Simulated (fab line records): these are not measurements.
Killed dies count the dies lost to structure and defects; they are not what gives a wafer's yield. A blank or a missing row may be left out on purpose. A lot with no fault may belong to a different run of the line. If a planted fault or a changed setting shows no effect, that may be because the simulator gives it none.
The tool behind it: which one? || flow n5 finfet || Sampling: 8 lots, 24 wafers, 7 of 1938 route steps

== WHAT EACH GAUGE READ, for each wafer ==
N5_MOL_CONTACT_COAG_OVL_MEAS_85. Usual: VG_OVL gives -0.4 nm (standard deviation 0.64).
{"lot": "L104", "measured": "day 5 17:59", "on": "overlay-02", "VG_OVL (nm)": "-0.5 -0.7 -0.7", "flag": ""}
{"lot": "L108", "measured": "day 6 18:52", "on": "overlay-01", "VG_OVL (nm)": "-1.3 -0.6 0.0", "flag": ""}
{"lot": "L114", "measured": "day 8 03:13", "on": "overlay-01", "VG_OVL (nm)": "-0.4 -0.5 0.4", "flag": ""}
{"lot": "L116", "measured": "day 8 11:50", "on": "overlay-01", "VG_OVL (nm)": "0.2 0.5 0.7", "flag": ""}
{"lot": "L122", "measured": "day 10 02:50", "on": "overlay-02", "VG_OVL (nm)": "0.3 0.6 -0.2", "flag": ""}
{"lot": "L123", "measured": "day 10 10:37", "on": "overlay-02", "VG_OVL (nm)": "-0.6 -1.3 -0.1", "flag": ""}
{"lot": "L124", "measured": "day 10 14:11", "on": "overlay-01", "VG_OVL (nm)": "-0.4 -0.5 -0.3", "flag": ""}
{"lot": "L125", "measured": "day 10 20:19", "on": "overlay-01", "VG_OVL (nm)": "0.4 0.7 -0.7", "flag": ""}

N5_MOL_CONTACT_COAG_CD_MEAS_137: target cd 16 nm. Usual: cd nm 15.86 nm, standard deviation 0.3.
{"lot": "L104", "measured": "day 5 18:53", "on": "cd sem-03", "cd nm (nm)": "16.14 15.91 15.64", "flag": ""}
{"lot": "L108", "measured": "day 6 19:46", "on": "cd sem-03", "cd nm (nm)": "16.20 15.91 15.71", "flag": ""}
{"lot": "L114", "measured": "day 8 04:07", "on": "cd sem-03", "cd nm (nm)": "16.12 15.93 16.28", "flag": ""}
{"lot": "L116", "measured": "day 8 13:01", "on": "cd sem-03", "cd nm (nm)": "15.55 15.45 16.04", "flag": ""}
{"lot": "L122", "measured": "day 10 04:02", "on": "cd sem-03", "cd nm (nm)": "- - -", "flag": "OFF"}
{"lot": "L123", "measured": "day 10 11:33", "on": "cd sem-02", "cd nm (nm)": "- - -", "flag": "OFF"}
{"lot": "L124", "measured": "day 10 15:07", "on": "cd sem-03", "cd nm (nm)": "- - -", "flag": "OFF"}
{"lot": "L125", "measured": "day 10 21:13", "on": "cd sem-02", "cd nm (nm)": "16.07 15.97 15.69", "flag": ""}

N5_BEOL_M4_RC_MEAS_101. Usual: DIBL_N 36.5 mV/V, standard deviation 1.4; DIBL_P 36.6 mV/V, standard deviation 1.6; IOFF_N 0.160 nA/um, standard deviation 0.024; IOFF_P 0.217 nA/um, standard deviation 0.029; ION_N 674 uA/um, standard deviation 8.7; ION_P 464 uA/um, standard deviation 6.5; SS_N 71.6 mV/dec, standard deviation 0.47; SS_P 73.4 mV/dec, standard deviation 0.57; VT_N 250.0 mV, standard deviation 2.5; VT_P -250 mV, standard deviation 3.1.
{"lot": "L104", "measured": "day 8 17:36", "on": "prober-01", "DIBL_N (mV/V)": "36.9 34.8 37.4", "DIBL_P (mV/V)": "37.8 34.3 37.7", "IOFF_N (nA/um)": "0.177 0.138 0.188", "IOFF_P (nA/um)": "0.222 0.175 0.220", "ION_N (uA/um)": "669 678 690", "ION_P (uA/um)": "460 463 466", "SS_N (mV/dec)": "71.7 70.9 71.8", "SS_P (mV/dec)": "73.2 73.1 74.0", "VT_N (mV)": "248.6 253.1 247.8", "VT_P (mV)": "-249 -252 -250", "flag": ""}
{"lot": "L108", "measured": "day 9 20:58", "on": "prober-01", "DIBL_N (mV/V)": "36.2 35.4 36.4", "DIBL_P (mV/V)": "36.6 34.5 37.0", "IOFF_N (nA/um)": "0.161 0.140 0.168", "IOFF_P (nA/um)": "0.244 0.202 0.238", "ION_N (uA/um)": "670 670 679", "ION_P (uA/um)": "472 462 470", "SS_N (mV/dec)": "71.7 71.5 71.6", "SS_P (mV/dec)": "74.0 72.5 73.5", "VT_N (mV)": "248.0 250.6 248.6", "VT_P (mV)": "-245 -246 -246", "flag": ""}
{"lot": "L114", "measured": "day 11 04:09", "on": "prober-01", "DIBL_N (mV/V)": "35.7 37.9 36.0", "DIBL_P (mV/V)": "35.4 37.3 35.4", "IOFF_N (nA/um)": "0.134 0.174 0.140", "IOFF_P (nA/um)": "0.212 0.239 0.210", "ION_N (uA/um)": "666 681 675", "ION_P (uA/um)": "469 465 468", "SS_N (mV/dec)": "70.7 72.1 71.0", "SS_P (mV/dec)": "72.5 73.1 72.9", "VT_N (mV)": "251.2 249.5 249.9", "VT_P (mV)": "-249 -246 -249", "flag": ""}
{"lot": "L116", "measured": "day 11 20:25", "on": "prober-02", "DIBL_N (mV/V)": "36.8 36.1 36.4", "DIBL_P (mV/V)": "37.4 36.8 36.4", "IOFF_N (nA/um)": "0.157 0.154 0.155", "IOFF_P (nA/um)": "0.227 0.219 0.219", "ION_N (uA/um)": "668 678 678", "ION_P (uA/um)": "458 468 469", "SS_N (mV/dec)": "72.0 71.6 70.4", "SS_P (mV/dec)": "74.0 73.4 73.7", "VT_N (mV)": "251.6 250.2 251.5", "VT_P (mV)": "-247 -249 -249", "flag": ""}
{"lot": "L125", "measured": "day 13 16:08", "on": "prober-02", "DIBL_N (mV/V)": "37.0 36.4 36.7", "DIBL_P (mV/V)": "36.3 36.3 36.4", "IOFF_N (nA/um)": "0.169 0.166 0.173", "IOFF_P (nA/um)": "0.218 0.213 0.222", "ION_N (uA/um)": "677 682 680", "ION_P (uA/um)": "459 464 464", "SS_N (mV/dec)": "72.2 71.4 72.0", "SS_P (mV/dec)": "72.9 74.0 73.8", "VT_N (mV)": "249.2 247.6 247.2", "VT_P (mV)": "-251 -252 -249", "flag": ""}

== TOOL THAT RAN EACH LOT (tool first, then ch and the chambers of the sampled wafers, then the start) ==
{"lot": "L104", "N5_MOL_CONTACT_COAG_ETCH_90": "rie diel-06 ch 0,3, day 5 18:07", "N5_MOL_CONTACT_COAG_ALD_131": "ald sin-03 ch 0,1, day 5 18:12", "N5_MOL_CONTACT_COAG_VIA_ETCH_46": "rie diel-01 ch 0,2,3, day 5 18:32", "N5_MOL_CONTACT_COAG_ETCH_47": "rie diel-01 ch 0,2,3, day 5 18:38"}
{"lot": "L108", "N5_MOL_CONTACT_COAG_ETCH_90": "rie diel-06 ch 0,1, day 6 19:01", "N5_MOL_CONTACT_COAG_ALD_131": "ald sin-03 ch 0,2,3, day 6 19:05", "N5_MOL_CONTACT_COAG_VIA_ETCH_46": "rie diel-01 ch 1,2, day 6 19:26", "N5_MOL_CONTACT_COAG_ETCH_47": "rie diel-01 ch 1,2, day 6 19:32"}
{"lot": "L114", "N5_MOL_CONTACT_COAG_ETCH_90": "rie diel-02 ch 1,3, day 8 03:22", "N5_MOL_CONTACT_COAG_ALD_131": "ald sin-02 ch 1,3, day 8 03:26", "N5_MOL_CONTACT_COAG_VIA_ETCH_46": "rie diel-06 ch 0,1, day 8 03:46", "N5_MOL_CONTACT_COAG_ETCH_47": "rie diel-06 ch 0,1, day 8 03:53"}
{"lot": "L116", "N5_MOL_CONTACT_COAG_ETCH_90": "rie diel-02 ch 2,3, day 8 11:59", "N5_MOL_CONTACT_COAG_ALD_131": "ald sin-03 ch 0,1,2, day 8 12:20", "N5_MOL_CONTACT_COAG_VIA_ETCH_46": "rie diel-02 ch 1,2,3, day 8 12:40", "N5_MOL_CONTACT_COAG_ETCH_47": "rie diel-02 ch 1,2,3, day 8 12:47"}
{"lot": "L122", "N5_MOL_CONTACT_COAG_ETCH_90": "rie diel-06 ch 0,1,2, day 10 03:17", "N5_MOL_CONTACT_COAG_ALD_131": "ald sin-02 ch 0,1,2, day 10 03:22", "N5_MOL_CONTACT_COAG_VIA_ETCH_46": "rie diel-01 ch 0,2,3, day 10 03:42", "N5_MOL_CONTACT_COAG_ETCH_47": "rie diel-01 ch 0,2,3, day 10 03:49"}
{"lot": "L123", "N5_MOL_CONTACT_COAG_ETCH_90": "rie diel-01 ch 0,1,2, day 10 10:46", "N5_MOL_CONTACT_COAG_ALD_131": "ald sin-02 ch 0,1,3, day 10 10:50", "N5_MOL_CONTACT_COAG_VIA_ETCH_46": "rie diel-06 ch 0,2,3, day 10 11:13", "N5_MOL_CONTACT_COAG_ETCH_47": "rie diel-06 ch 0,2,3, day 10 11:20"}
{"lot": "L124", "N5_MOL_CONTACT_COAG_ETCH_90": "rie diel-06 ch 1,2,3, day 10 14:22", "N5_MOL_CONTACT_COAG_ALD_131": "ald sin-01 ch 0,2,3, day 10 14:26", "N5_MOL_CONTACT_COAG_VIA_ETCH_46": "rie diel-01 ch 0,2,3, day 10 14:47", "N5_MOL_CONTACT_COAG_ETCH_47": "rie diel-01 ch 0,2,3, day 10 14:53"}
{"lot": "L125", "N5_MOL_CONTACT_COAG_ETCH_90": "rie diel-01 ch 0,1, day 10 20:28", "N5_MOL_CONTACT_COAG_ALD_131": "ald sin-02 ch 0,2,3, day 10 20:32", "N5_MOL_CONTACT_COAG_VIA_ETCH_46": "rie diel-02 ch 2,3, day 10 20:53", "N5_MOL_CONTACT_COAG_ETCH_47": "rie diel-02 ch 2,3, day 10 20:59"}
- N5_MOL_CONTACT_COAG_ETCH_90: etches SiARC in CF4, target depth 13 nm, time 21.7 s.
- N5_MOL_CONTACT_COAG_ALD_131: deposits SiO2, target thk 5 nm, pulse time 1 s, co reactant pulse time 1 s.
- N5_MOL_CONTACT_COAG_VIA_ETCH_46: etches SiO2 in C4F6/O2, target depth 46 nm, overetch 9.2 nm, time 40 s.
- N5_MOL_CONTACT_COAG_ETCH_47: etches SiNx in CH3F/O2, stops on W, target depth 27 nm.

== WHAT THE TOOLS THEMSELVES READ (means of the sampled wafers that have a number; where no wafer has one, the mark that the record gives instead) ==
N5_MOL_CONTACT_COAG_ETCH_90. Usual: bias w 35.98 W, standard deviation 0.11; cf4 flow sccm 100.0 sccm, standard deviation 0.32; drypump motor current A 5.8 A, standard deviation 0.46; etch rf on time s 21.55 s, standard deviation 0.27; oes product au 0.68 a.u., standard deviation 0.071; rf vpp V 184.4 V, standard deviation 1.3; showerhead plenum p Torr 2.17 Torr, standard deviation 0.074; throttle valve pct 15.63 %, standard deviation 0.25.
{"lot": "L104", "tool": "rie diel-06", "bias w (W)": 35.97, "cf4 flow sccm (sccm)": 99.6, "drypump motor current A (A)": 6.2, "etch rf on time s (s)": 21.42, "oes product au (a.u.)": 0.73, "rf vpp V (V)": 184.3, "showerhead plenum p Torr (Torr)": 2.14, "throttle valve pct (%)": 15.65, "flag": ""}
{"lot": "L108", "tool": "rie diel-06", "bias w (W)": 36.00, "cf4 flow sccm (sccm)": 100.0, "drypump motor current A (A)": 5.5, "etch rf on time s (s)": 21.53, "oes product au (a.u.)": 0.81, "rf vpp V (V)": 182.8, "showerhead plenum p Torr (Torr)": 2.10, "throttle valve pct (%)": 15.33, "flag": ""}
{"lot": "L114", "tool": "rie diel-02", "bias w (W)": 36.05, "cf4 flow sccm (sccm)": 100.1, "drypump motor current A (A)": 6.3, "etch rf on time s (s)": 21.60, "oes product au (a.u.)": 0.62, "rf vpp V (V)": 183.3, "showerhead plenum p Torr (Torr)": 2.15, "throttle valve pct (%)": 15.63, "flag": ""}
{"lot": "L116", "tool": "rie diel-02", "bias w (W)": 35.96, "cf4 flow sccm (sccm)": 100.3, "drypump motor current A (A)": 6.0, "etch rf on time s (s)": 21.34, "oes product au (a.u.)": 0.66, "rf vpp V (V)": 183.5, "showerhead plenum p Torr (Torr)": 2.18, "throttle valve pct (%)": 15.47, "flag": ""}
{"lot": "L122", "tool": "rie diel-06", "bias w (W)": 36.02, "cf4 flow sccm (sccm)": 100.1, "drypump motor current A (A)": 5.4, "etch rf on time s (s)": 21.60, "oes product au (a.u.)": 0.71, "rf vpp V (V)": 184.1, "showerhead plenum p Torr (Torr)": 2.13, "throttle valve pct (%)": 15.58, "flag": ""}
{"lot": "L123", "tool": "rie diel-01", "bias w (W)": 35.95, "cf4 flow sccm (sccm)": 100.0, "drypump motor current A (A)": 5.4, "etch rf on time s (s)": 21.84, "oes product au (a.u.)": 0.63, "rf vpp V (V)": 184.0, "showerhead plenum p Torr (Torr)": 2.16, "throttle valve pct (%)": 15.78, "flag": ""}
{"lot": "L124", "tool": "rie diel-06", "bias w (W)": 35.92, "cf4 flow sccm (sccm)": 99.8, "drypump motor current A (A)": 5.6, "etch rf on time s (s)": 21.64, "oes product au (a.u.)": 0.67, "rf vpp V (V)": 184.2, "showerhead plenum p Torr (Torr)": 2.15, "throttle valve pct (%)": 15.76, "flag": ""}
{"lot": "L125", "tool": "rie diel-01", "bias w (W)": 35.87, "cf4 flow sccm (sccm)": 99.9, "drypump motor current A (A)": 5.6, "etch rf on time s (s)": 22.00, "oes product au (a.u.)": 0.67, "rf vpp V (V)": 184.2, "showerhead plenum p Torr (Torr)": 2.18, "throttle valve pct (%)": 15.58, "flag": ""}

N5_MOL_CONTACT_COAG_ALD_131. Usual: heater power w 74 W, standard deviation 7.9; precursor pulse height rel 1.003, standard deviation 0.018.
{"lot": "L104", "tool": "ald sin-03", "heater power w (W)": 64, "precursor pulse height rel": 1.019, "flag": ""}
{"lot": "L108", "tool": "ald sin-03", "heater power w (W)": 72, "precursor pulse height rel": 0.992, "flag": ""}
{"lot": "L114", "tool": "ald sin-02", "heater power w (W)": 80, "precursor pulse height rel": 1.010, "flag": ""}
{"lot": "L116", "tool": "ald sin-03", "heater power w (W)": 67, "precursor pulse height rel": 0.998, "flag": ""}
{"lot": "L122", "tool": "ald sin-02", "heater power w (W)": 74, "precursor pulse height rel": 0.989, "flag": ""}
{"lot": "L123", "tool": "ald sin-02", "heater power w (W)": 79, "precursor pulse height rel": 1.000, "flag": ""}
{"lot": "L124", "tool": "ald sin-01", "heater power w (W)": 76, "precursor pulse height rel": 1.028, "flag": ""}
{"lot": "L125", "tool": "ald sin-02", "heater power w (W)": 82, "precursor pulse height rel": 1.001, "flag": ""}

N5_MOL_CONTACT_COAG_VIA_ETCH_46. Usual: C4F6_flow_sccm 10.005 sccm, standard deviation 0.027; O2_flow_sccm 10.00 sccm, standard deviation 0.032; drypump motor current A 5.8 A, standard deviation 0.46; oes product au 0.70 a.u., standard deviation 0.063; rf vpp V 1583 V, standard deviation 13; showerhead plenum p Torr 2.87 Torr, standard deviation 0.1; throttle valve pct 40.92 %, standard deviation 0.22.
{"lot": "L104", "tool": "rie diel-01", "C4F6_flow_sccm (sccm)": 10.007, "O2_flow_sccm (sccm)": 10.01, "drypump motor current A (A)": 5.6, "oes product au (a.u.)": 0.68, "rf vpp V (V)": 1578, "showerhead plenum p Torr (Torr)": 2.87, "throttle valve pct (%)": 41.03, "flag": ""}
{"lot": "L108", "tool": "rie diel-01", "C4F6_flow_sccm (sccm)": 9.967, "O2_flow_sccm (sccm)": 10.04, "drypump motor current A (A)": 5.4, "oes product au (a.u.)": 0.73, "rf vpp V (V)": 1592, "showerhead plenum p Torr (Torr)": 2.97, "throttle valve pct (%)": 40.93, "flag": ""}
{"lot": "L114", "tool": "rie diel-06", "C4F6_flow_sccm (sccm)": 10.007, "O2_flow_sccm (sccm)": 10.01, "drypump motor current A (A)": 5.3, "oes product au (a.u.)": 0.82, "rf vpp V (V)": 1574, "showerhead plenum p Torr (Torr)": 2.79, "throttle valve pct (%)": 40.77, "flag": ""}
{"lot": "L116", "tool": "rie diel-02", "C4F6_flow_sccm (sccm)": 9.993, "O2_flow_sccm (sccm)": 10.00, "drypump motor current A (A)": 6.2, "oes product au (a.u.)": 0.66, "rf vpp V (V)": 1584, "showerhead plenum p Torr (Torr)": 2.88, "throttle valve pct (%)": 40.82, "flag": ""}
{"lot": "L122", "tool": "rie diel-01", "C4F6_flow_sccm (sccm)": "-", "O2_flow_sccm (sccm)": "-", "drypump motor current A (A)": "-", "oes product au (a.u.)": "-", "rf vpp V (V)": "-", "showerhead plenum p Torr (Torr)": "-", "throttle valve pct (%)": "-", "flag": "OFF"}
{"lot": "L123", "tool": "rie diel-06", "C4F6_flow_sccm (sccm)": "-", "O2_flow_sccm (sccm)": "-", "drypump motor current A (A)": "-", "oes product au (a.u.)": "-", "rf vpp V (V)": "-", "showerhead plenum p Torr (Torr)": "-", "throttle valve pct (%)": "-", "flag": "OFF"}
{"lot": "L124", "tool": "rie diel-01", "C4F6_flow_sccm (sccm)": "-", "O2_flow_sccm (sccm)": "-", "drypump motor current A (A)": "-", "oes product au (a.u.)": "-", "rf vpp V (V)": "-", "showerhead plenum p Torr (Torr)": "-", "throttle valve pct (%)": "-", "flag": "OFF"}
{"lot": "L125", "tool": "rie diel-02", "C4F6_flow_sccm (sccm)": 9.966, "O2_flow_sccm (sccm)": 9.99, "drypump motor current A (A)": 6.0, "oes product au (a.u.)": 0.66, "rf vpp V (V)": 1593, "showerhead plenum p Torr (Torr)": 2.82, "throttle valve pct (%)": 40.85, "flag": ""}

N5_MOL_CONTACT_COAG_ETCH_47. Usual: CH3F_flow_sccm 30.00 sccm, standard deviation 0.091; O2_flow_sccm 19.99 sccm, standard deviation 0.063; drypump motor current A 5.8 A, standard deviation 0.46; etch rf on time s 31.2 s, standard deviation 0.38; oes product au 0.70 a.u., standard deviation 0.065; rf vpp V 296.5 V, standard deviation 2.7; showerhead plenum p Torr 2.02 Torr, standard deviation 0.077; throttle valve pct 16.34 %, standard deviation 0.22.
{"lot": "L104", "tool": "rie diel-01", "CH3F_flow_sccm (sccm)": 29.96, "O2_flow_sccm (sccm)": 19.93, "drypump motor current A (A)": 5.6, "etch rf on time s (s)": 31.4, "oes product au (a.u.)": 0.67, "rf vpp V (V)": 295.3, "showerhead plenum p Torr (Torr)": 2.02, "throttle valve pct (%)": 16.50, "flag": ""}
{"lot": "L108", "tool": "rie diel-01", "CH3F_flow_sccm (sccm)": 30.02, "O2_flow_sccm (sccm)": 19.98, "drypump motor current A (A)": 5.4, "etch rf on time s (s)": 30.7, "oes product au (a.u.)": 0.74, "rf vpp V (V)": 297.3, "showerhead plenum p Torr (Torr)": 2.10, "throttle valve pct (%)": 16.29, "flag": ""}
{"lot": "L114", "tool": "rie diel-06", "CH3F_flow_sccm (sccm)": 29.94, "O2_flow_sccm (sccm)": 19.94, "drypump motor current A (A)": 5.2, "etch rf on time s (s)": 31.0, "oes product au (a.u.)": 0.82, "rf vpp V (V)": 294.8, "showerhead plenum p Torr (Torr)": 1.96, "throttle valve pct (%)": 16.11, "flag": ""}
{"lot": "L116", "tool": "rie diel-02", "CH3F_flow_sccm (sccm)": 30.06, "O2_flow_sccm (sccm)": 19.97, "drypump motor current A (A)": 6.2, "etch rf on time s (s)": 31.3, "oes product au (a.u.)": 0.67, "rf vpp V (V)": 297.1, "showerhead plenum p Torr (Torr)": 2.03, "throttle valve pct (%)": 16.31, "flag": ""}
{"lot": "L122", "tool": "rie diel-01", "CH3F_flow_sccm (sccm)": 29.98, "O2_flow_sccm (sccm)": 19.99, "drypump motor current A (A)": 5.6, "etch rf on time s (s)": 50.8, "oes product au (a.u.)": 0.27, "rf vpp V (V)": 295.3, "showerhead plenum p Torr (Torr)": 2.01, "throttle valve pct (%)": 16.54, "flag": "OFF"}
{"lot": "L123", "tool": "rie diel-06", "CH3F_flow_sccm (sccm)": 29.99, "O2_flow_sccm (sccm)": 19.99, "drypump motor current A (A)": 5.8, "etch rf on time s (s)": 50.8, "oes product au (a.u.)": 0.30, "rf vpp V (V)": 296.1, "showerhead plenum p Torr (Torr)": 2.01, "throttle valve pct (%)": 16.45, "flag": "OFF"}
{"lot": "L124", "tool": "rie diel-01", "CH3F_flow_sccm (sccm)": 29.93, "O2_flow_sccm (sccm)": 19.98, "drypump motor current A (A)": 5.6, "etch rf on time s (s)": 50.8, "oes product au (a.u.)": 0.27, "rf vpp V (V)": 295.0, "showerhead plenum p Torr (Torr)": 2.01, "throttle valve pct (%)": 16.54, "flag": "OFF"}
{"lot": "L125", "tool": "rie diel-02", "CH3F_flow_sccm (sccm)": 29.98, "O2_flow_sccm (sccm)": 19.98, "drypump motor current A (A)": 5.9, "etch rf on time s (s)": 30.9, "oes product au (a.u.)": 0.67, "rf vpp V (V)": 298.4, "showerhead plenum p Torr (Torr)": 1.98, "throttle valve pct (%)": 16.27, "flag": ""}

== THE ANSWER, worked out from the rows above alone ==
Rule: lot off if the mean of its wafers having a number is beyond 3 standard deviations from the usual mean. Also off: a lot with no number at a reading for which 4 or more lots have one. The other lots that the step has rows for count as sound. Order of review: gauges by route order, followed by the tools' own readings, for which a lot's mean as printed above is used. The first step at which some lot is off is used, and at that step the reading that is off furthest; a lot without a number counts as furthest.
Off: L122, L123, L124, at N5_MOL_CONTACT_COAG_CD_MEAS_137 (cd nm). Without a number there: L122, L123, L124.
A tool fits if, at a process step before that reading, it ran every lot that is off, and no sound lot after the first of them. Not tried: the gauges at N5_MOL_CONTACT_COAG_CD_MEAS_137; whatever is off there is also off at N5_MOL_CONTACT_COAG_VIA_ETCH_46, on other tools, and gauge error can't account for it. None of those tried fits.

== WHAT HAD BEEN PUT IN BY THE SIMULATOR ==
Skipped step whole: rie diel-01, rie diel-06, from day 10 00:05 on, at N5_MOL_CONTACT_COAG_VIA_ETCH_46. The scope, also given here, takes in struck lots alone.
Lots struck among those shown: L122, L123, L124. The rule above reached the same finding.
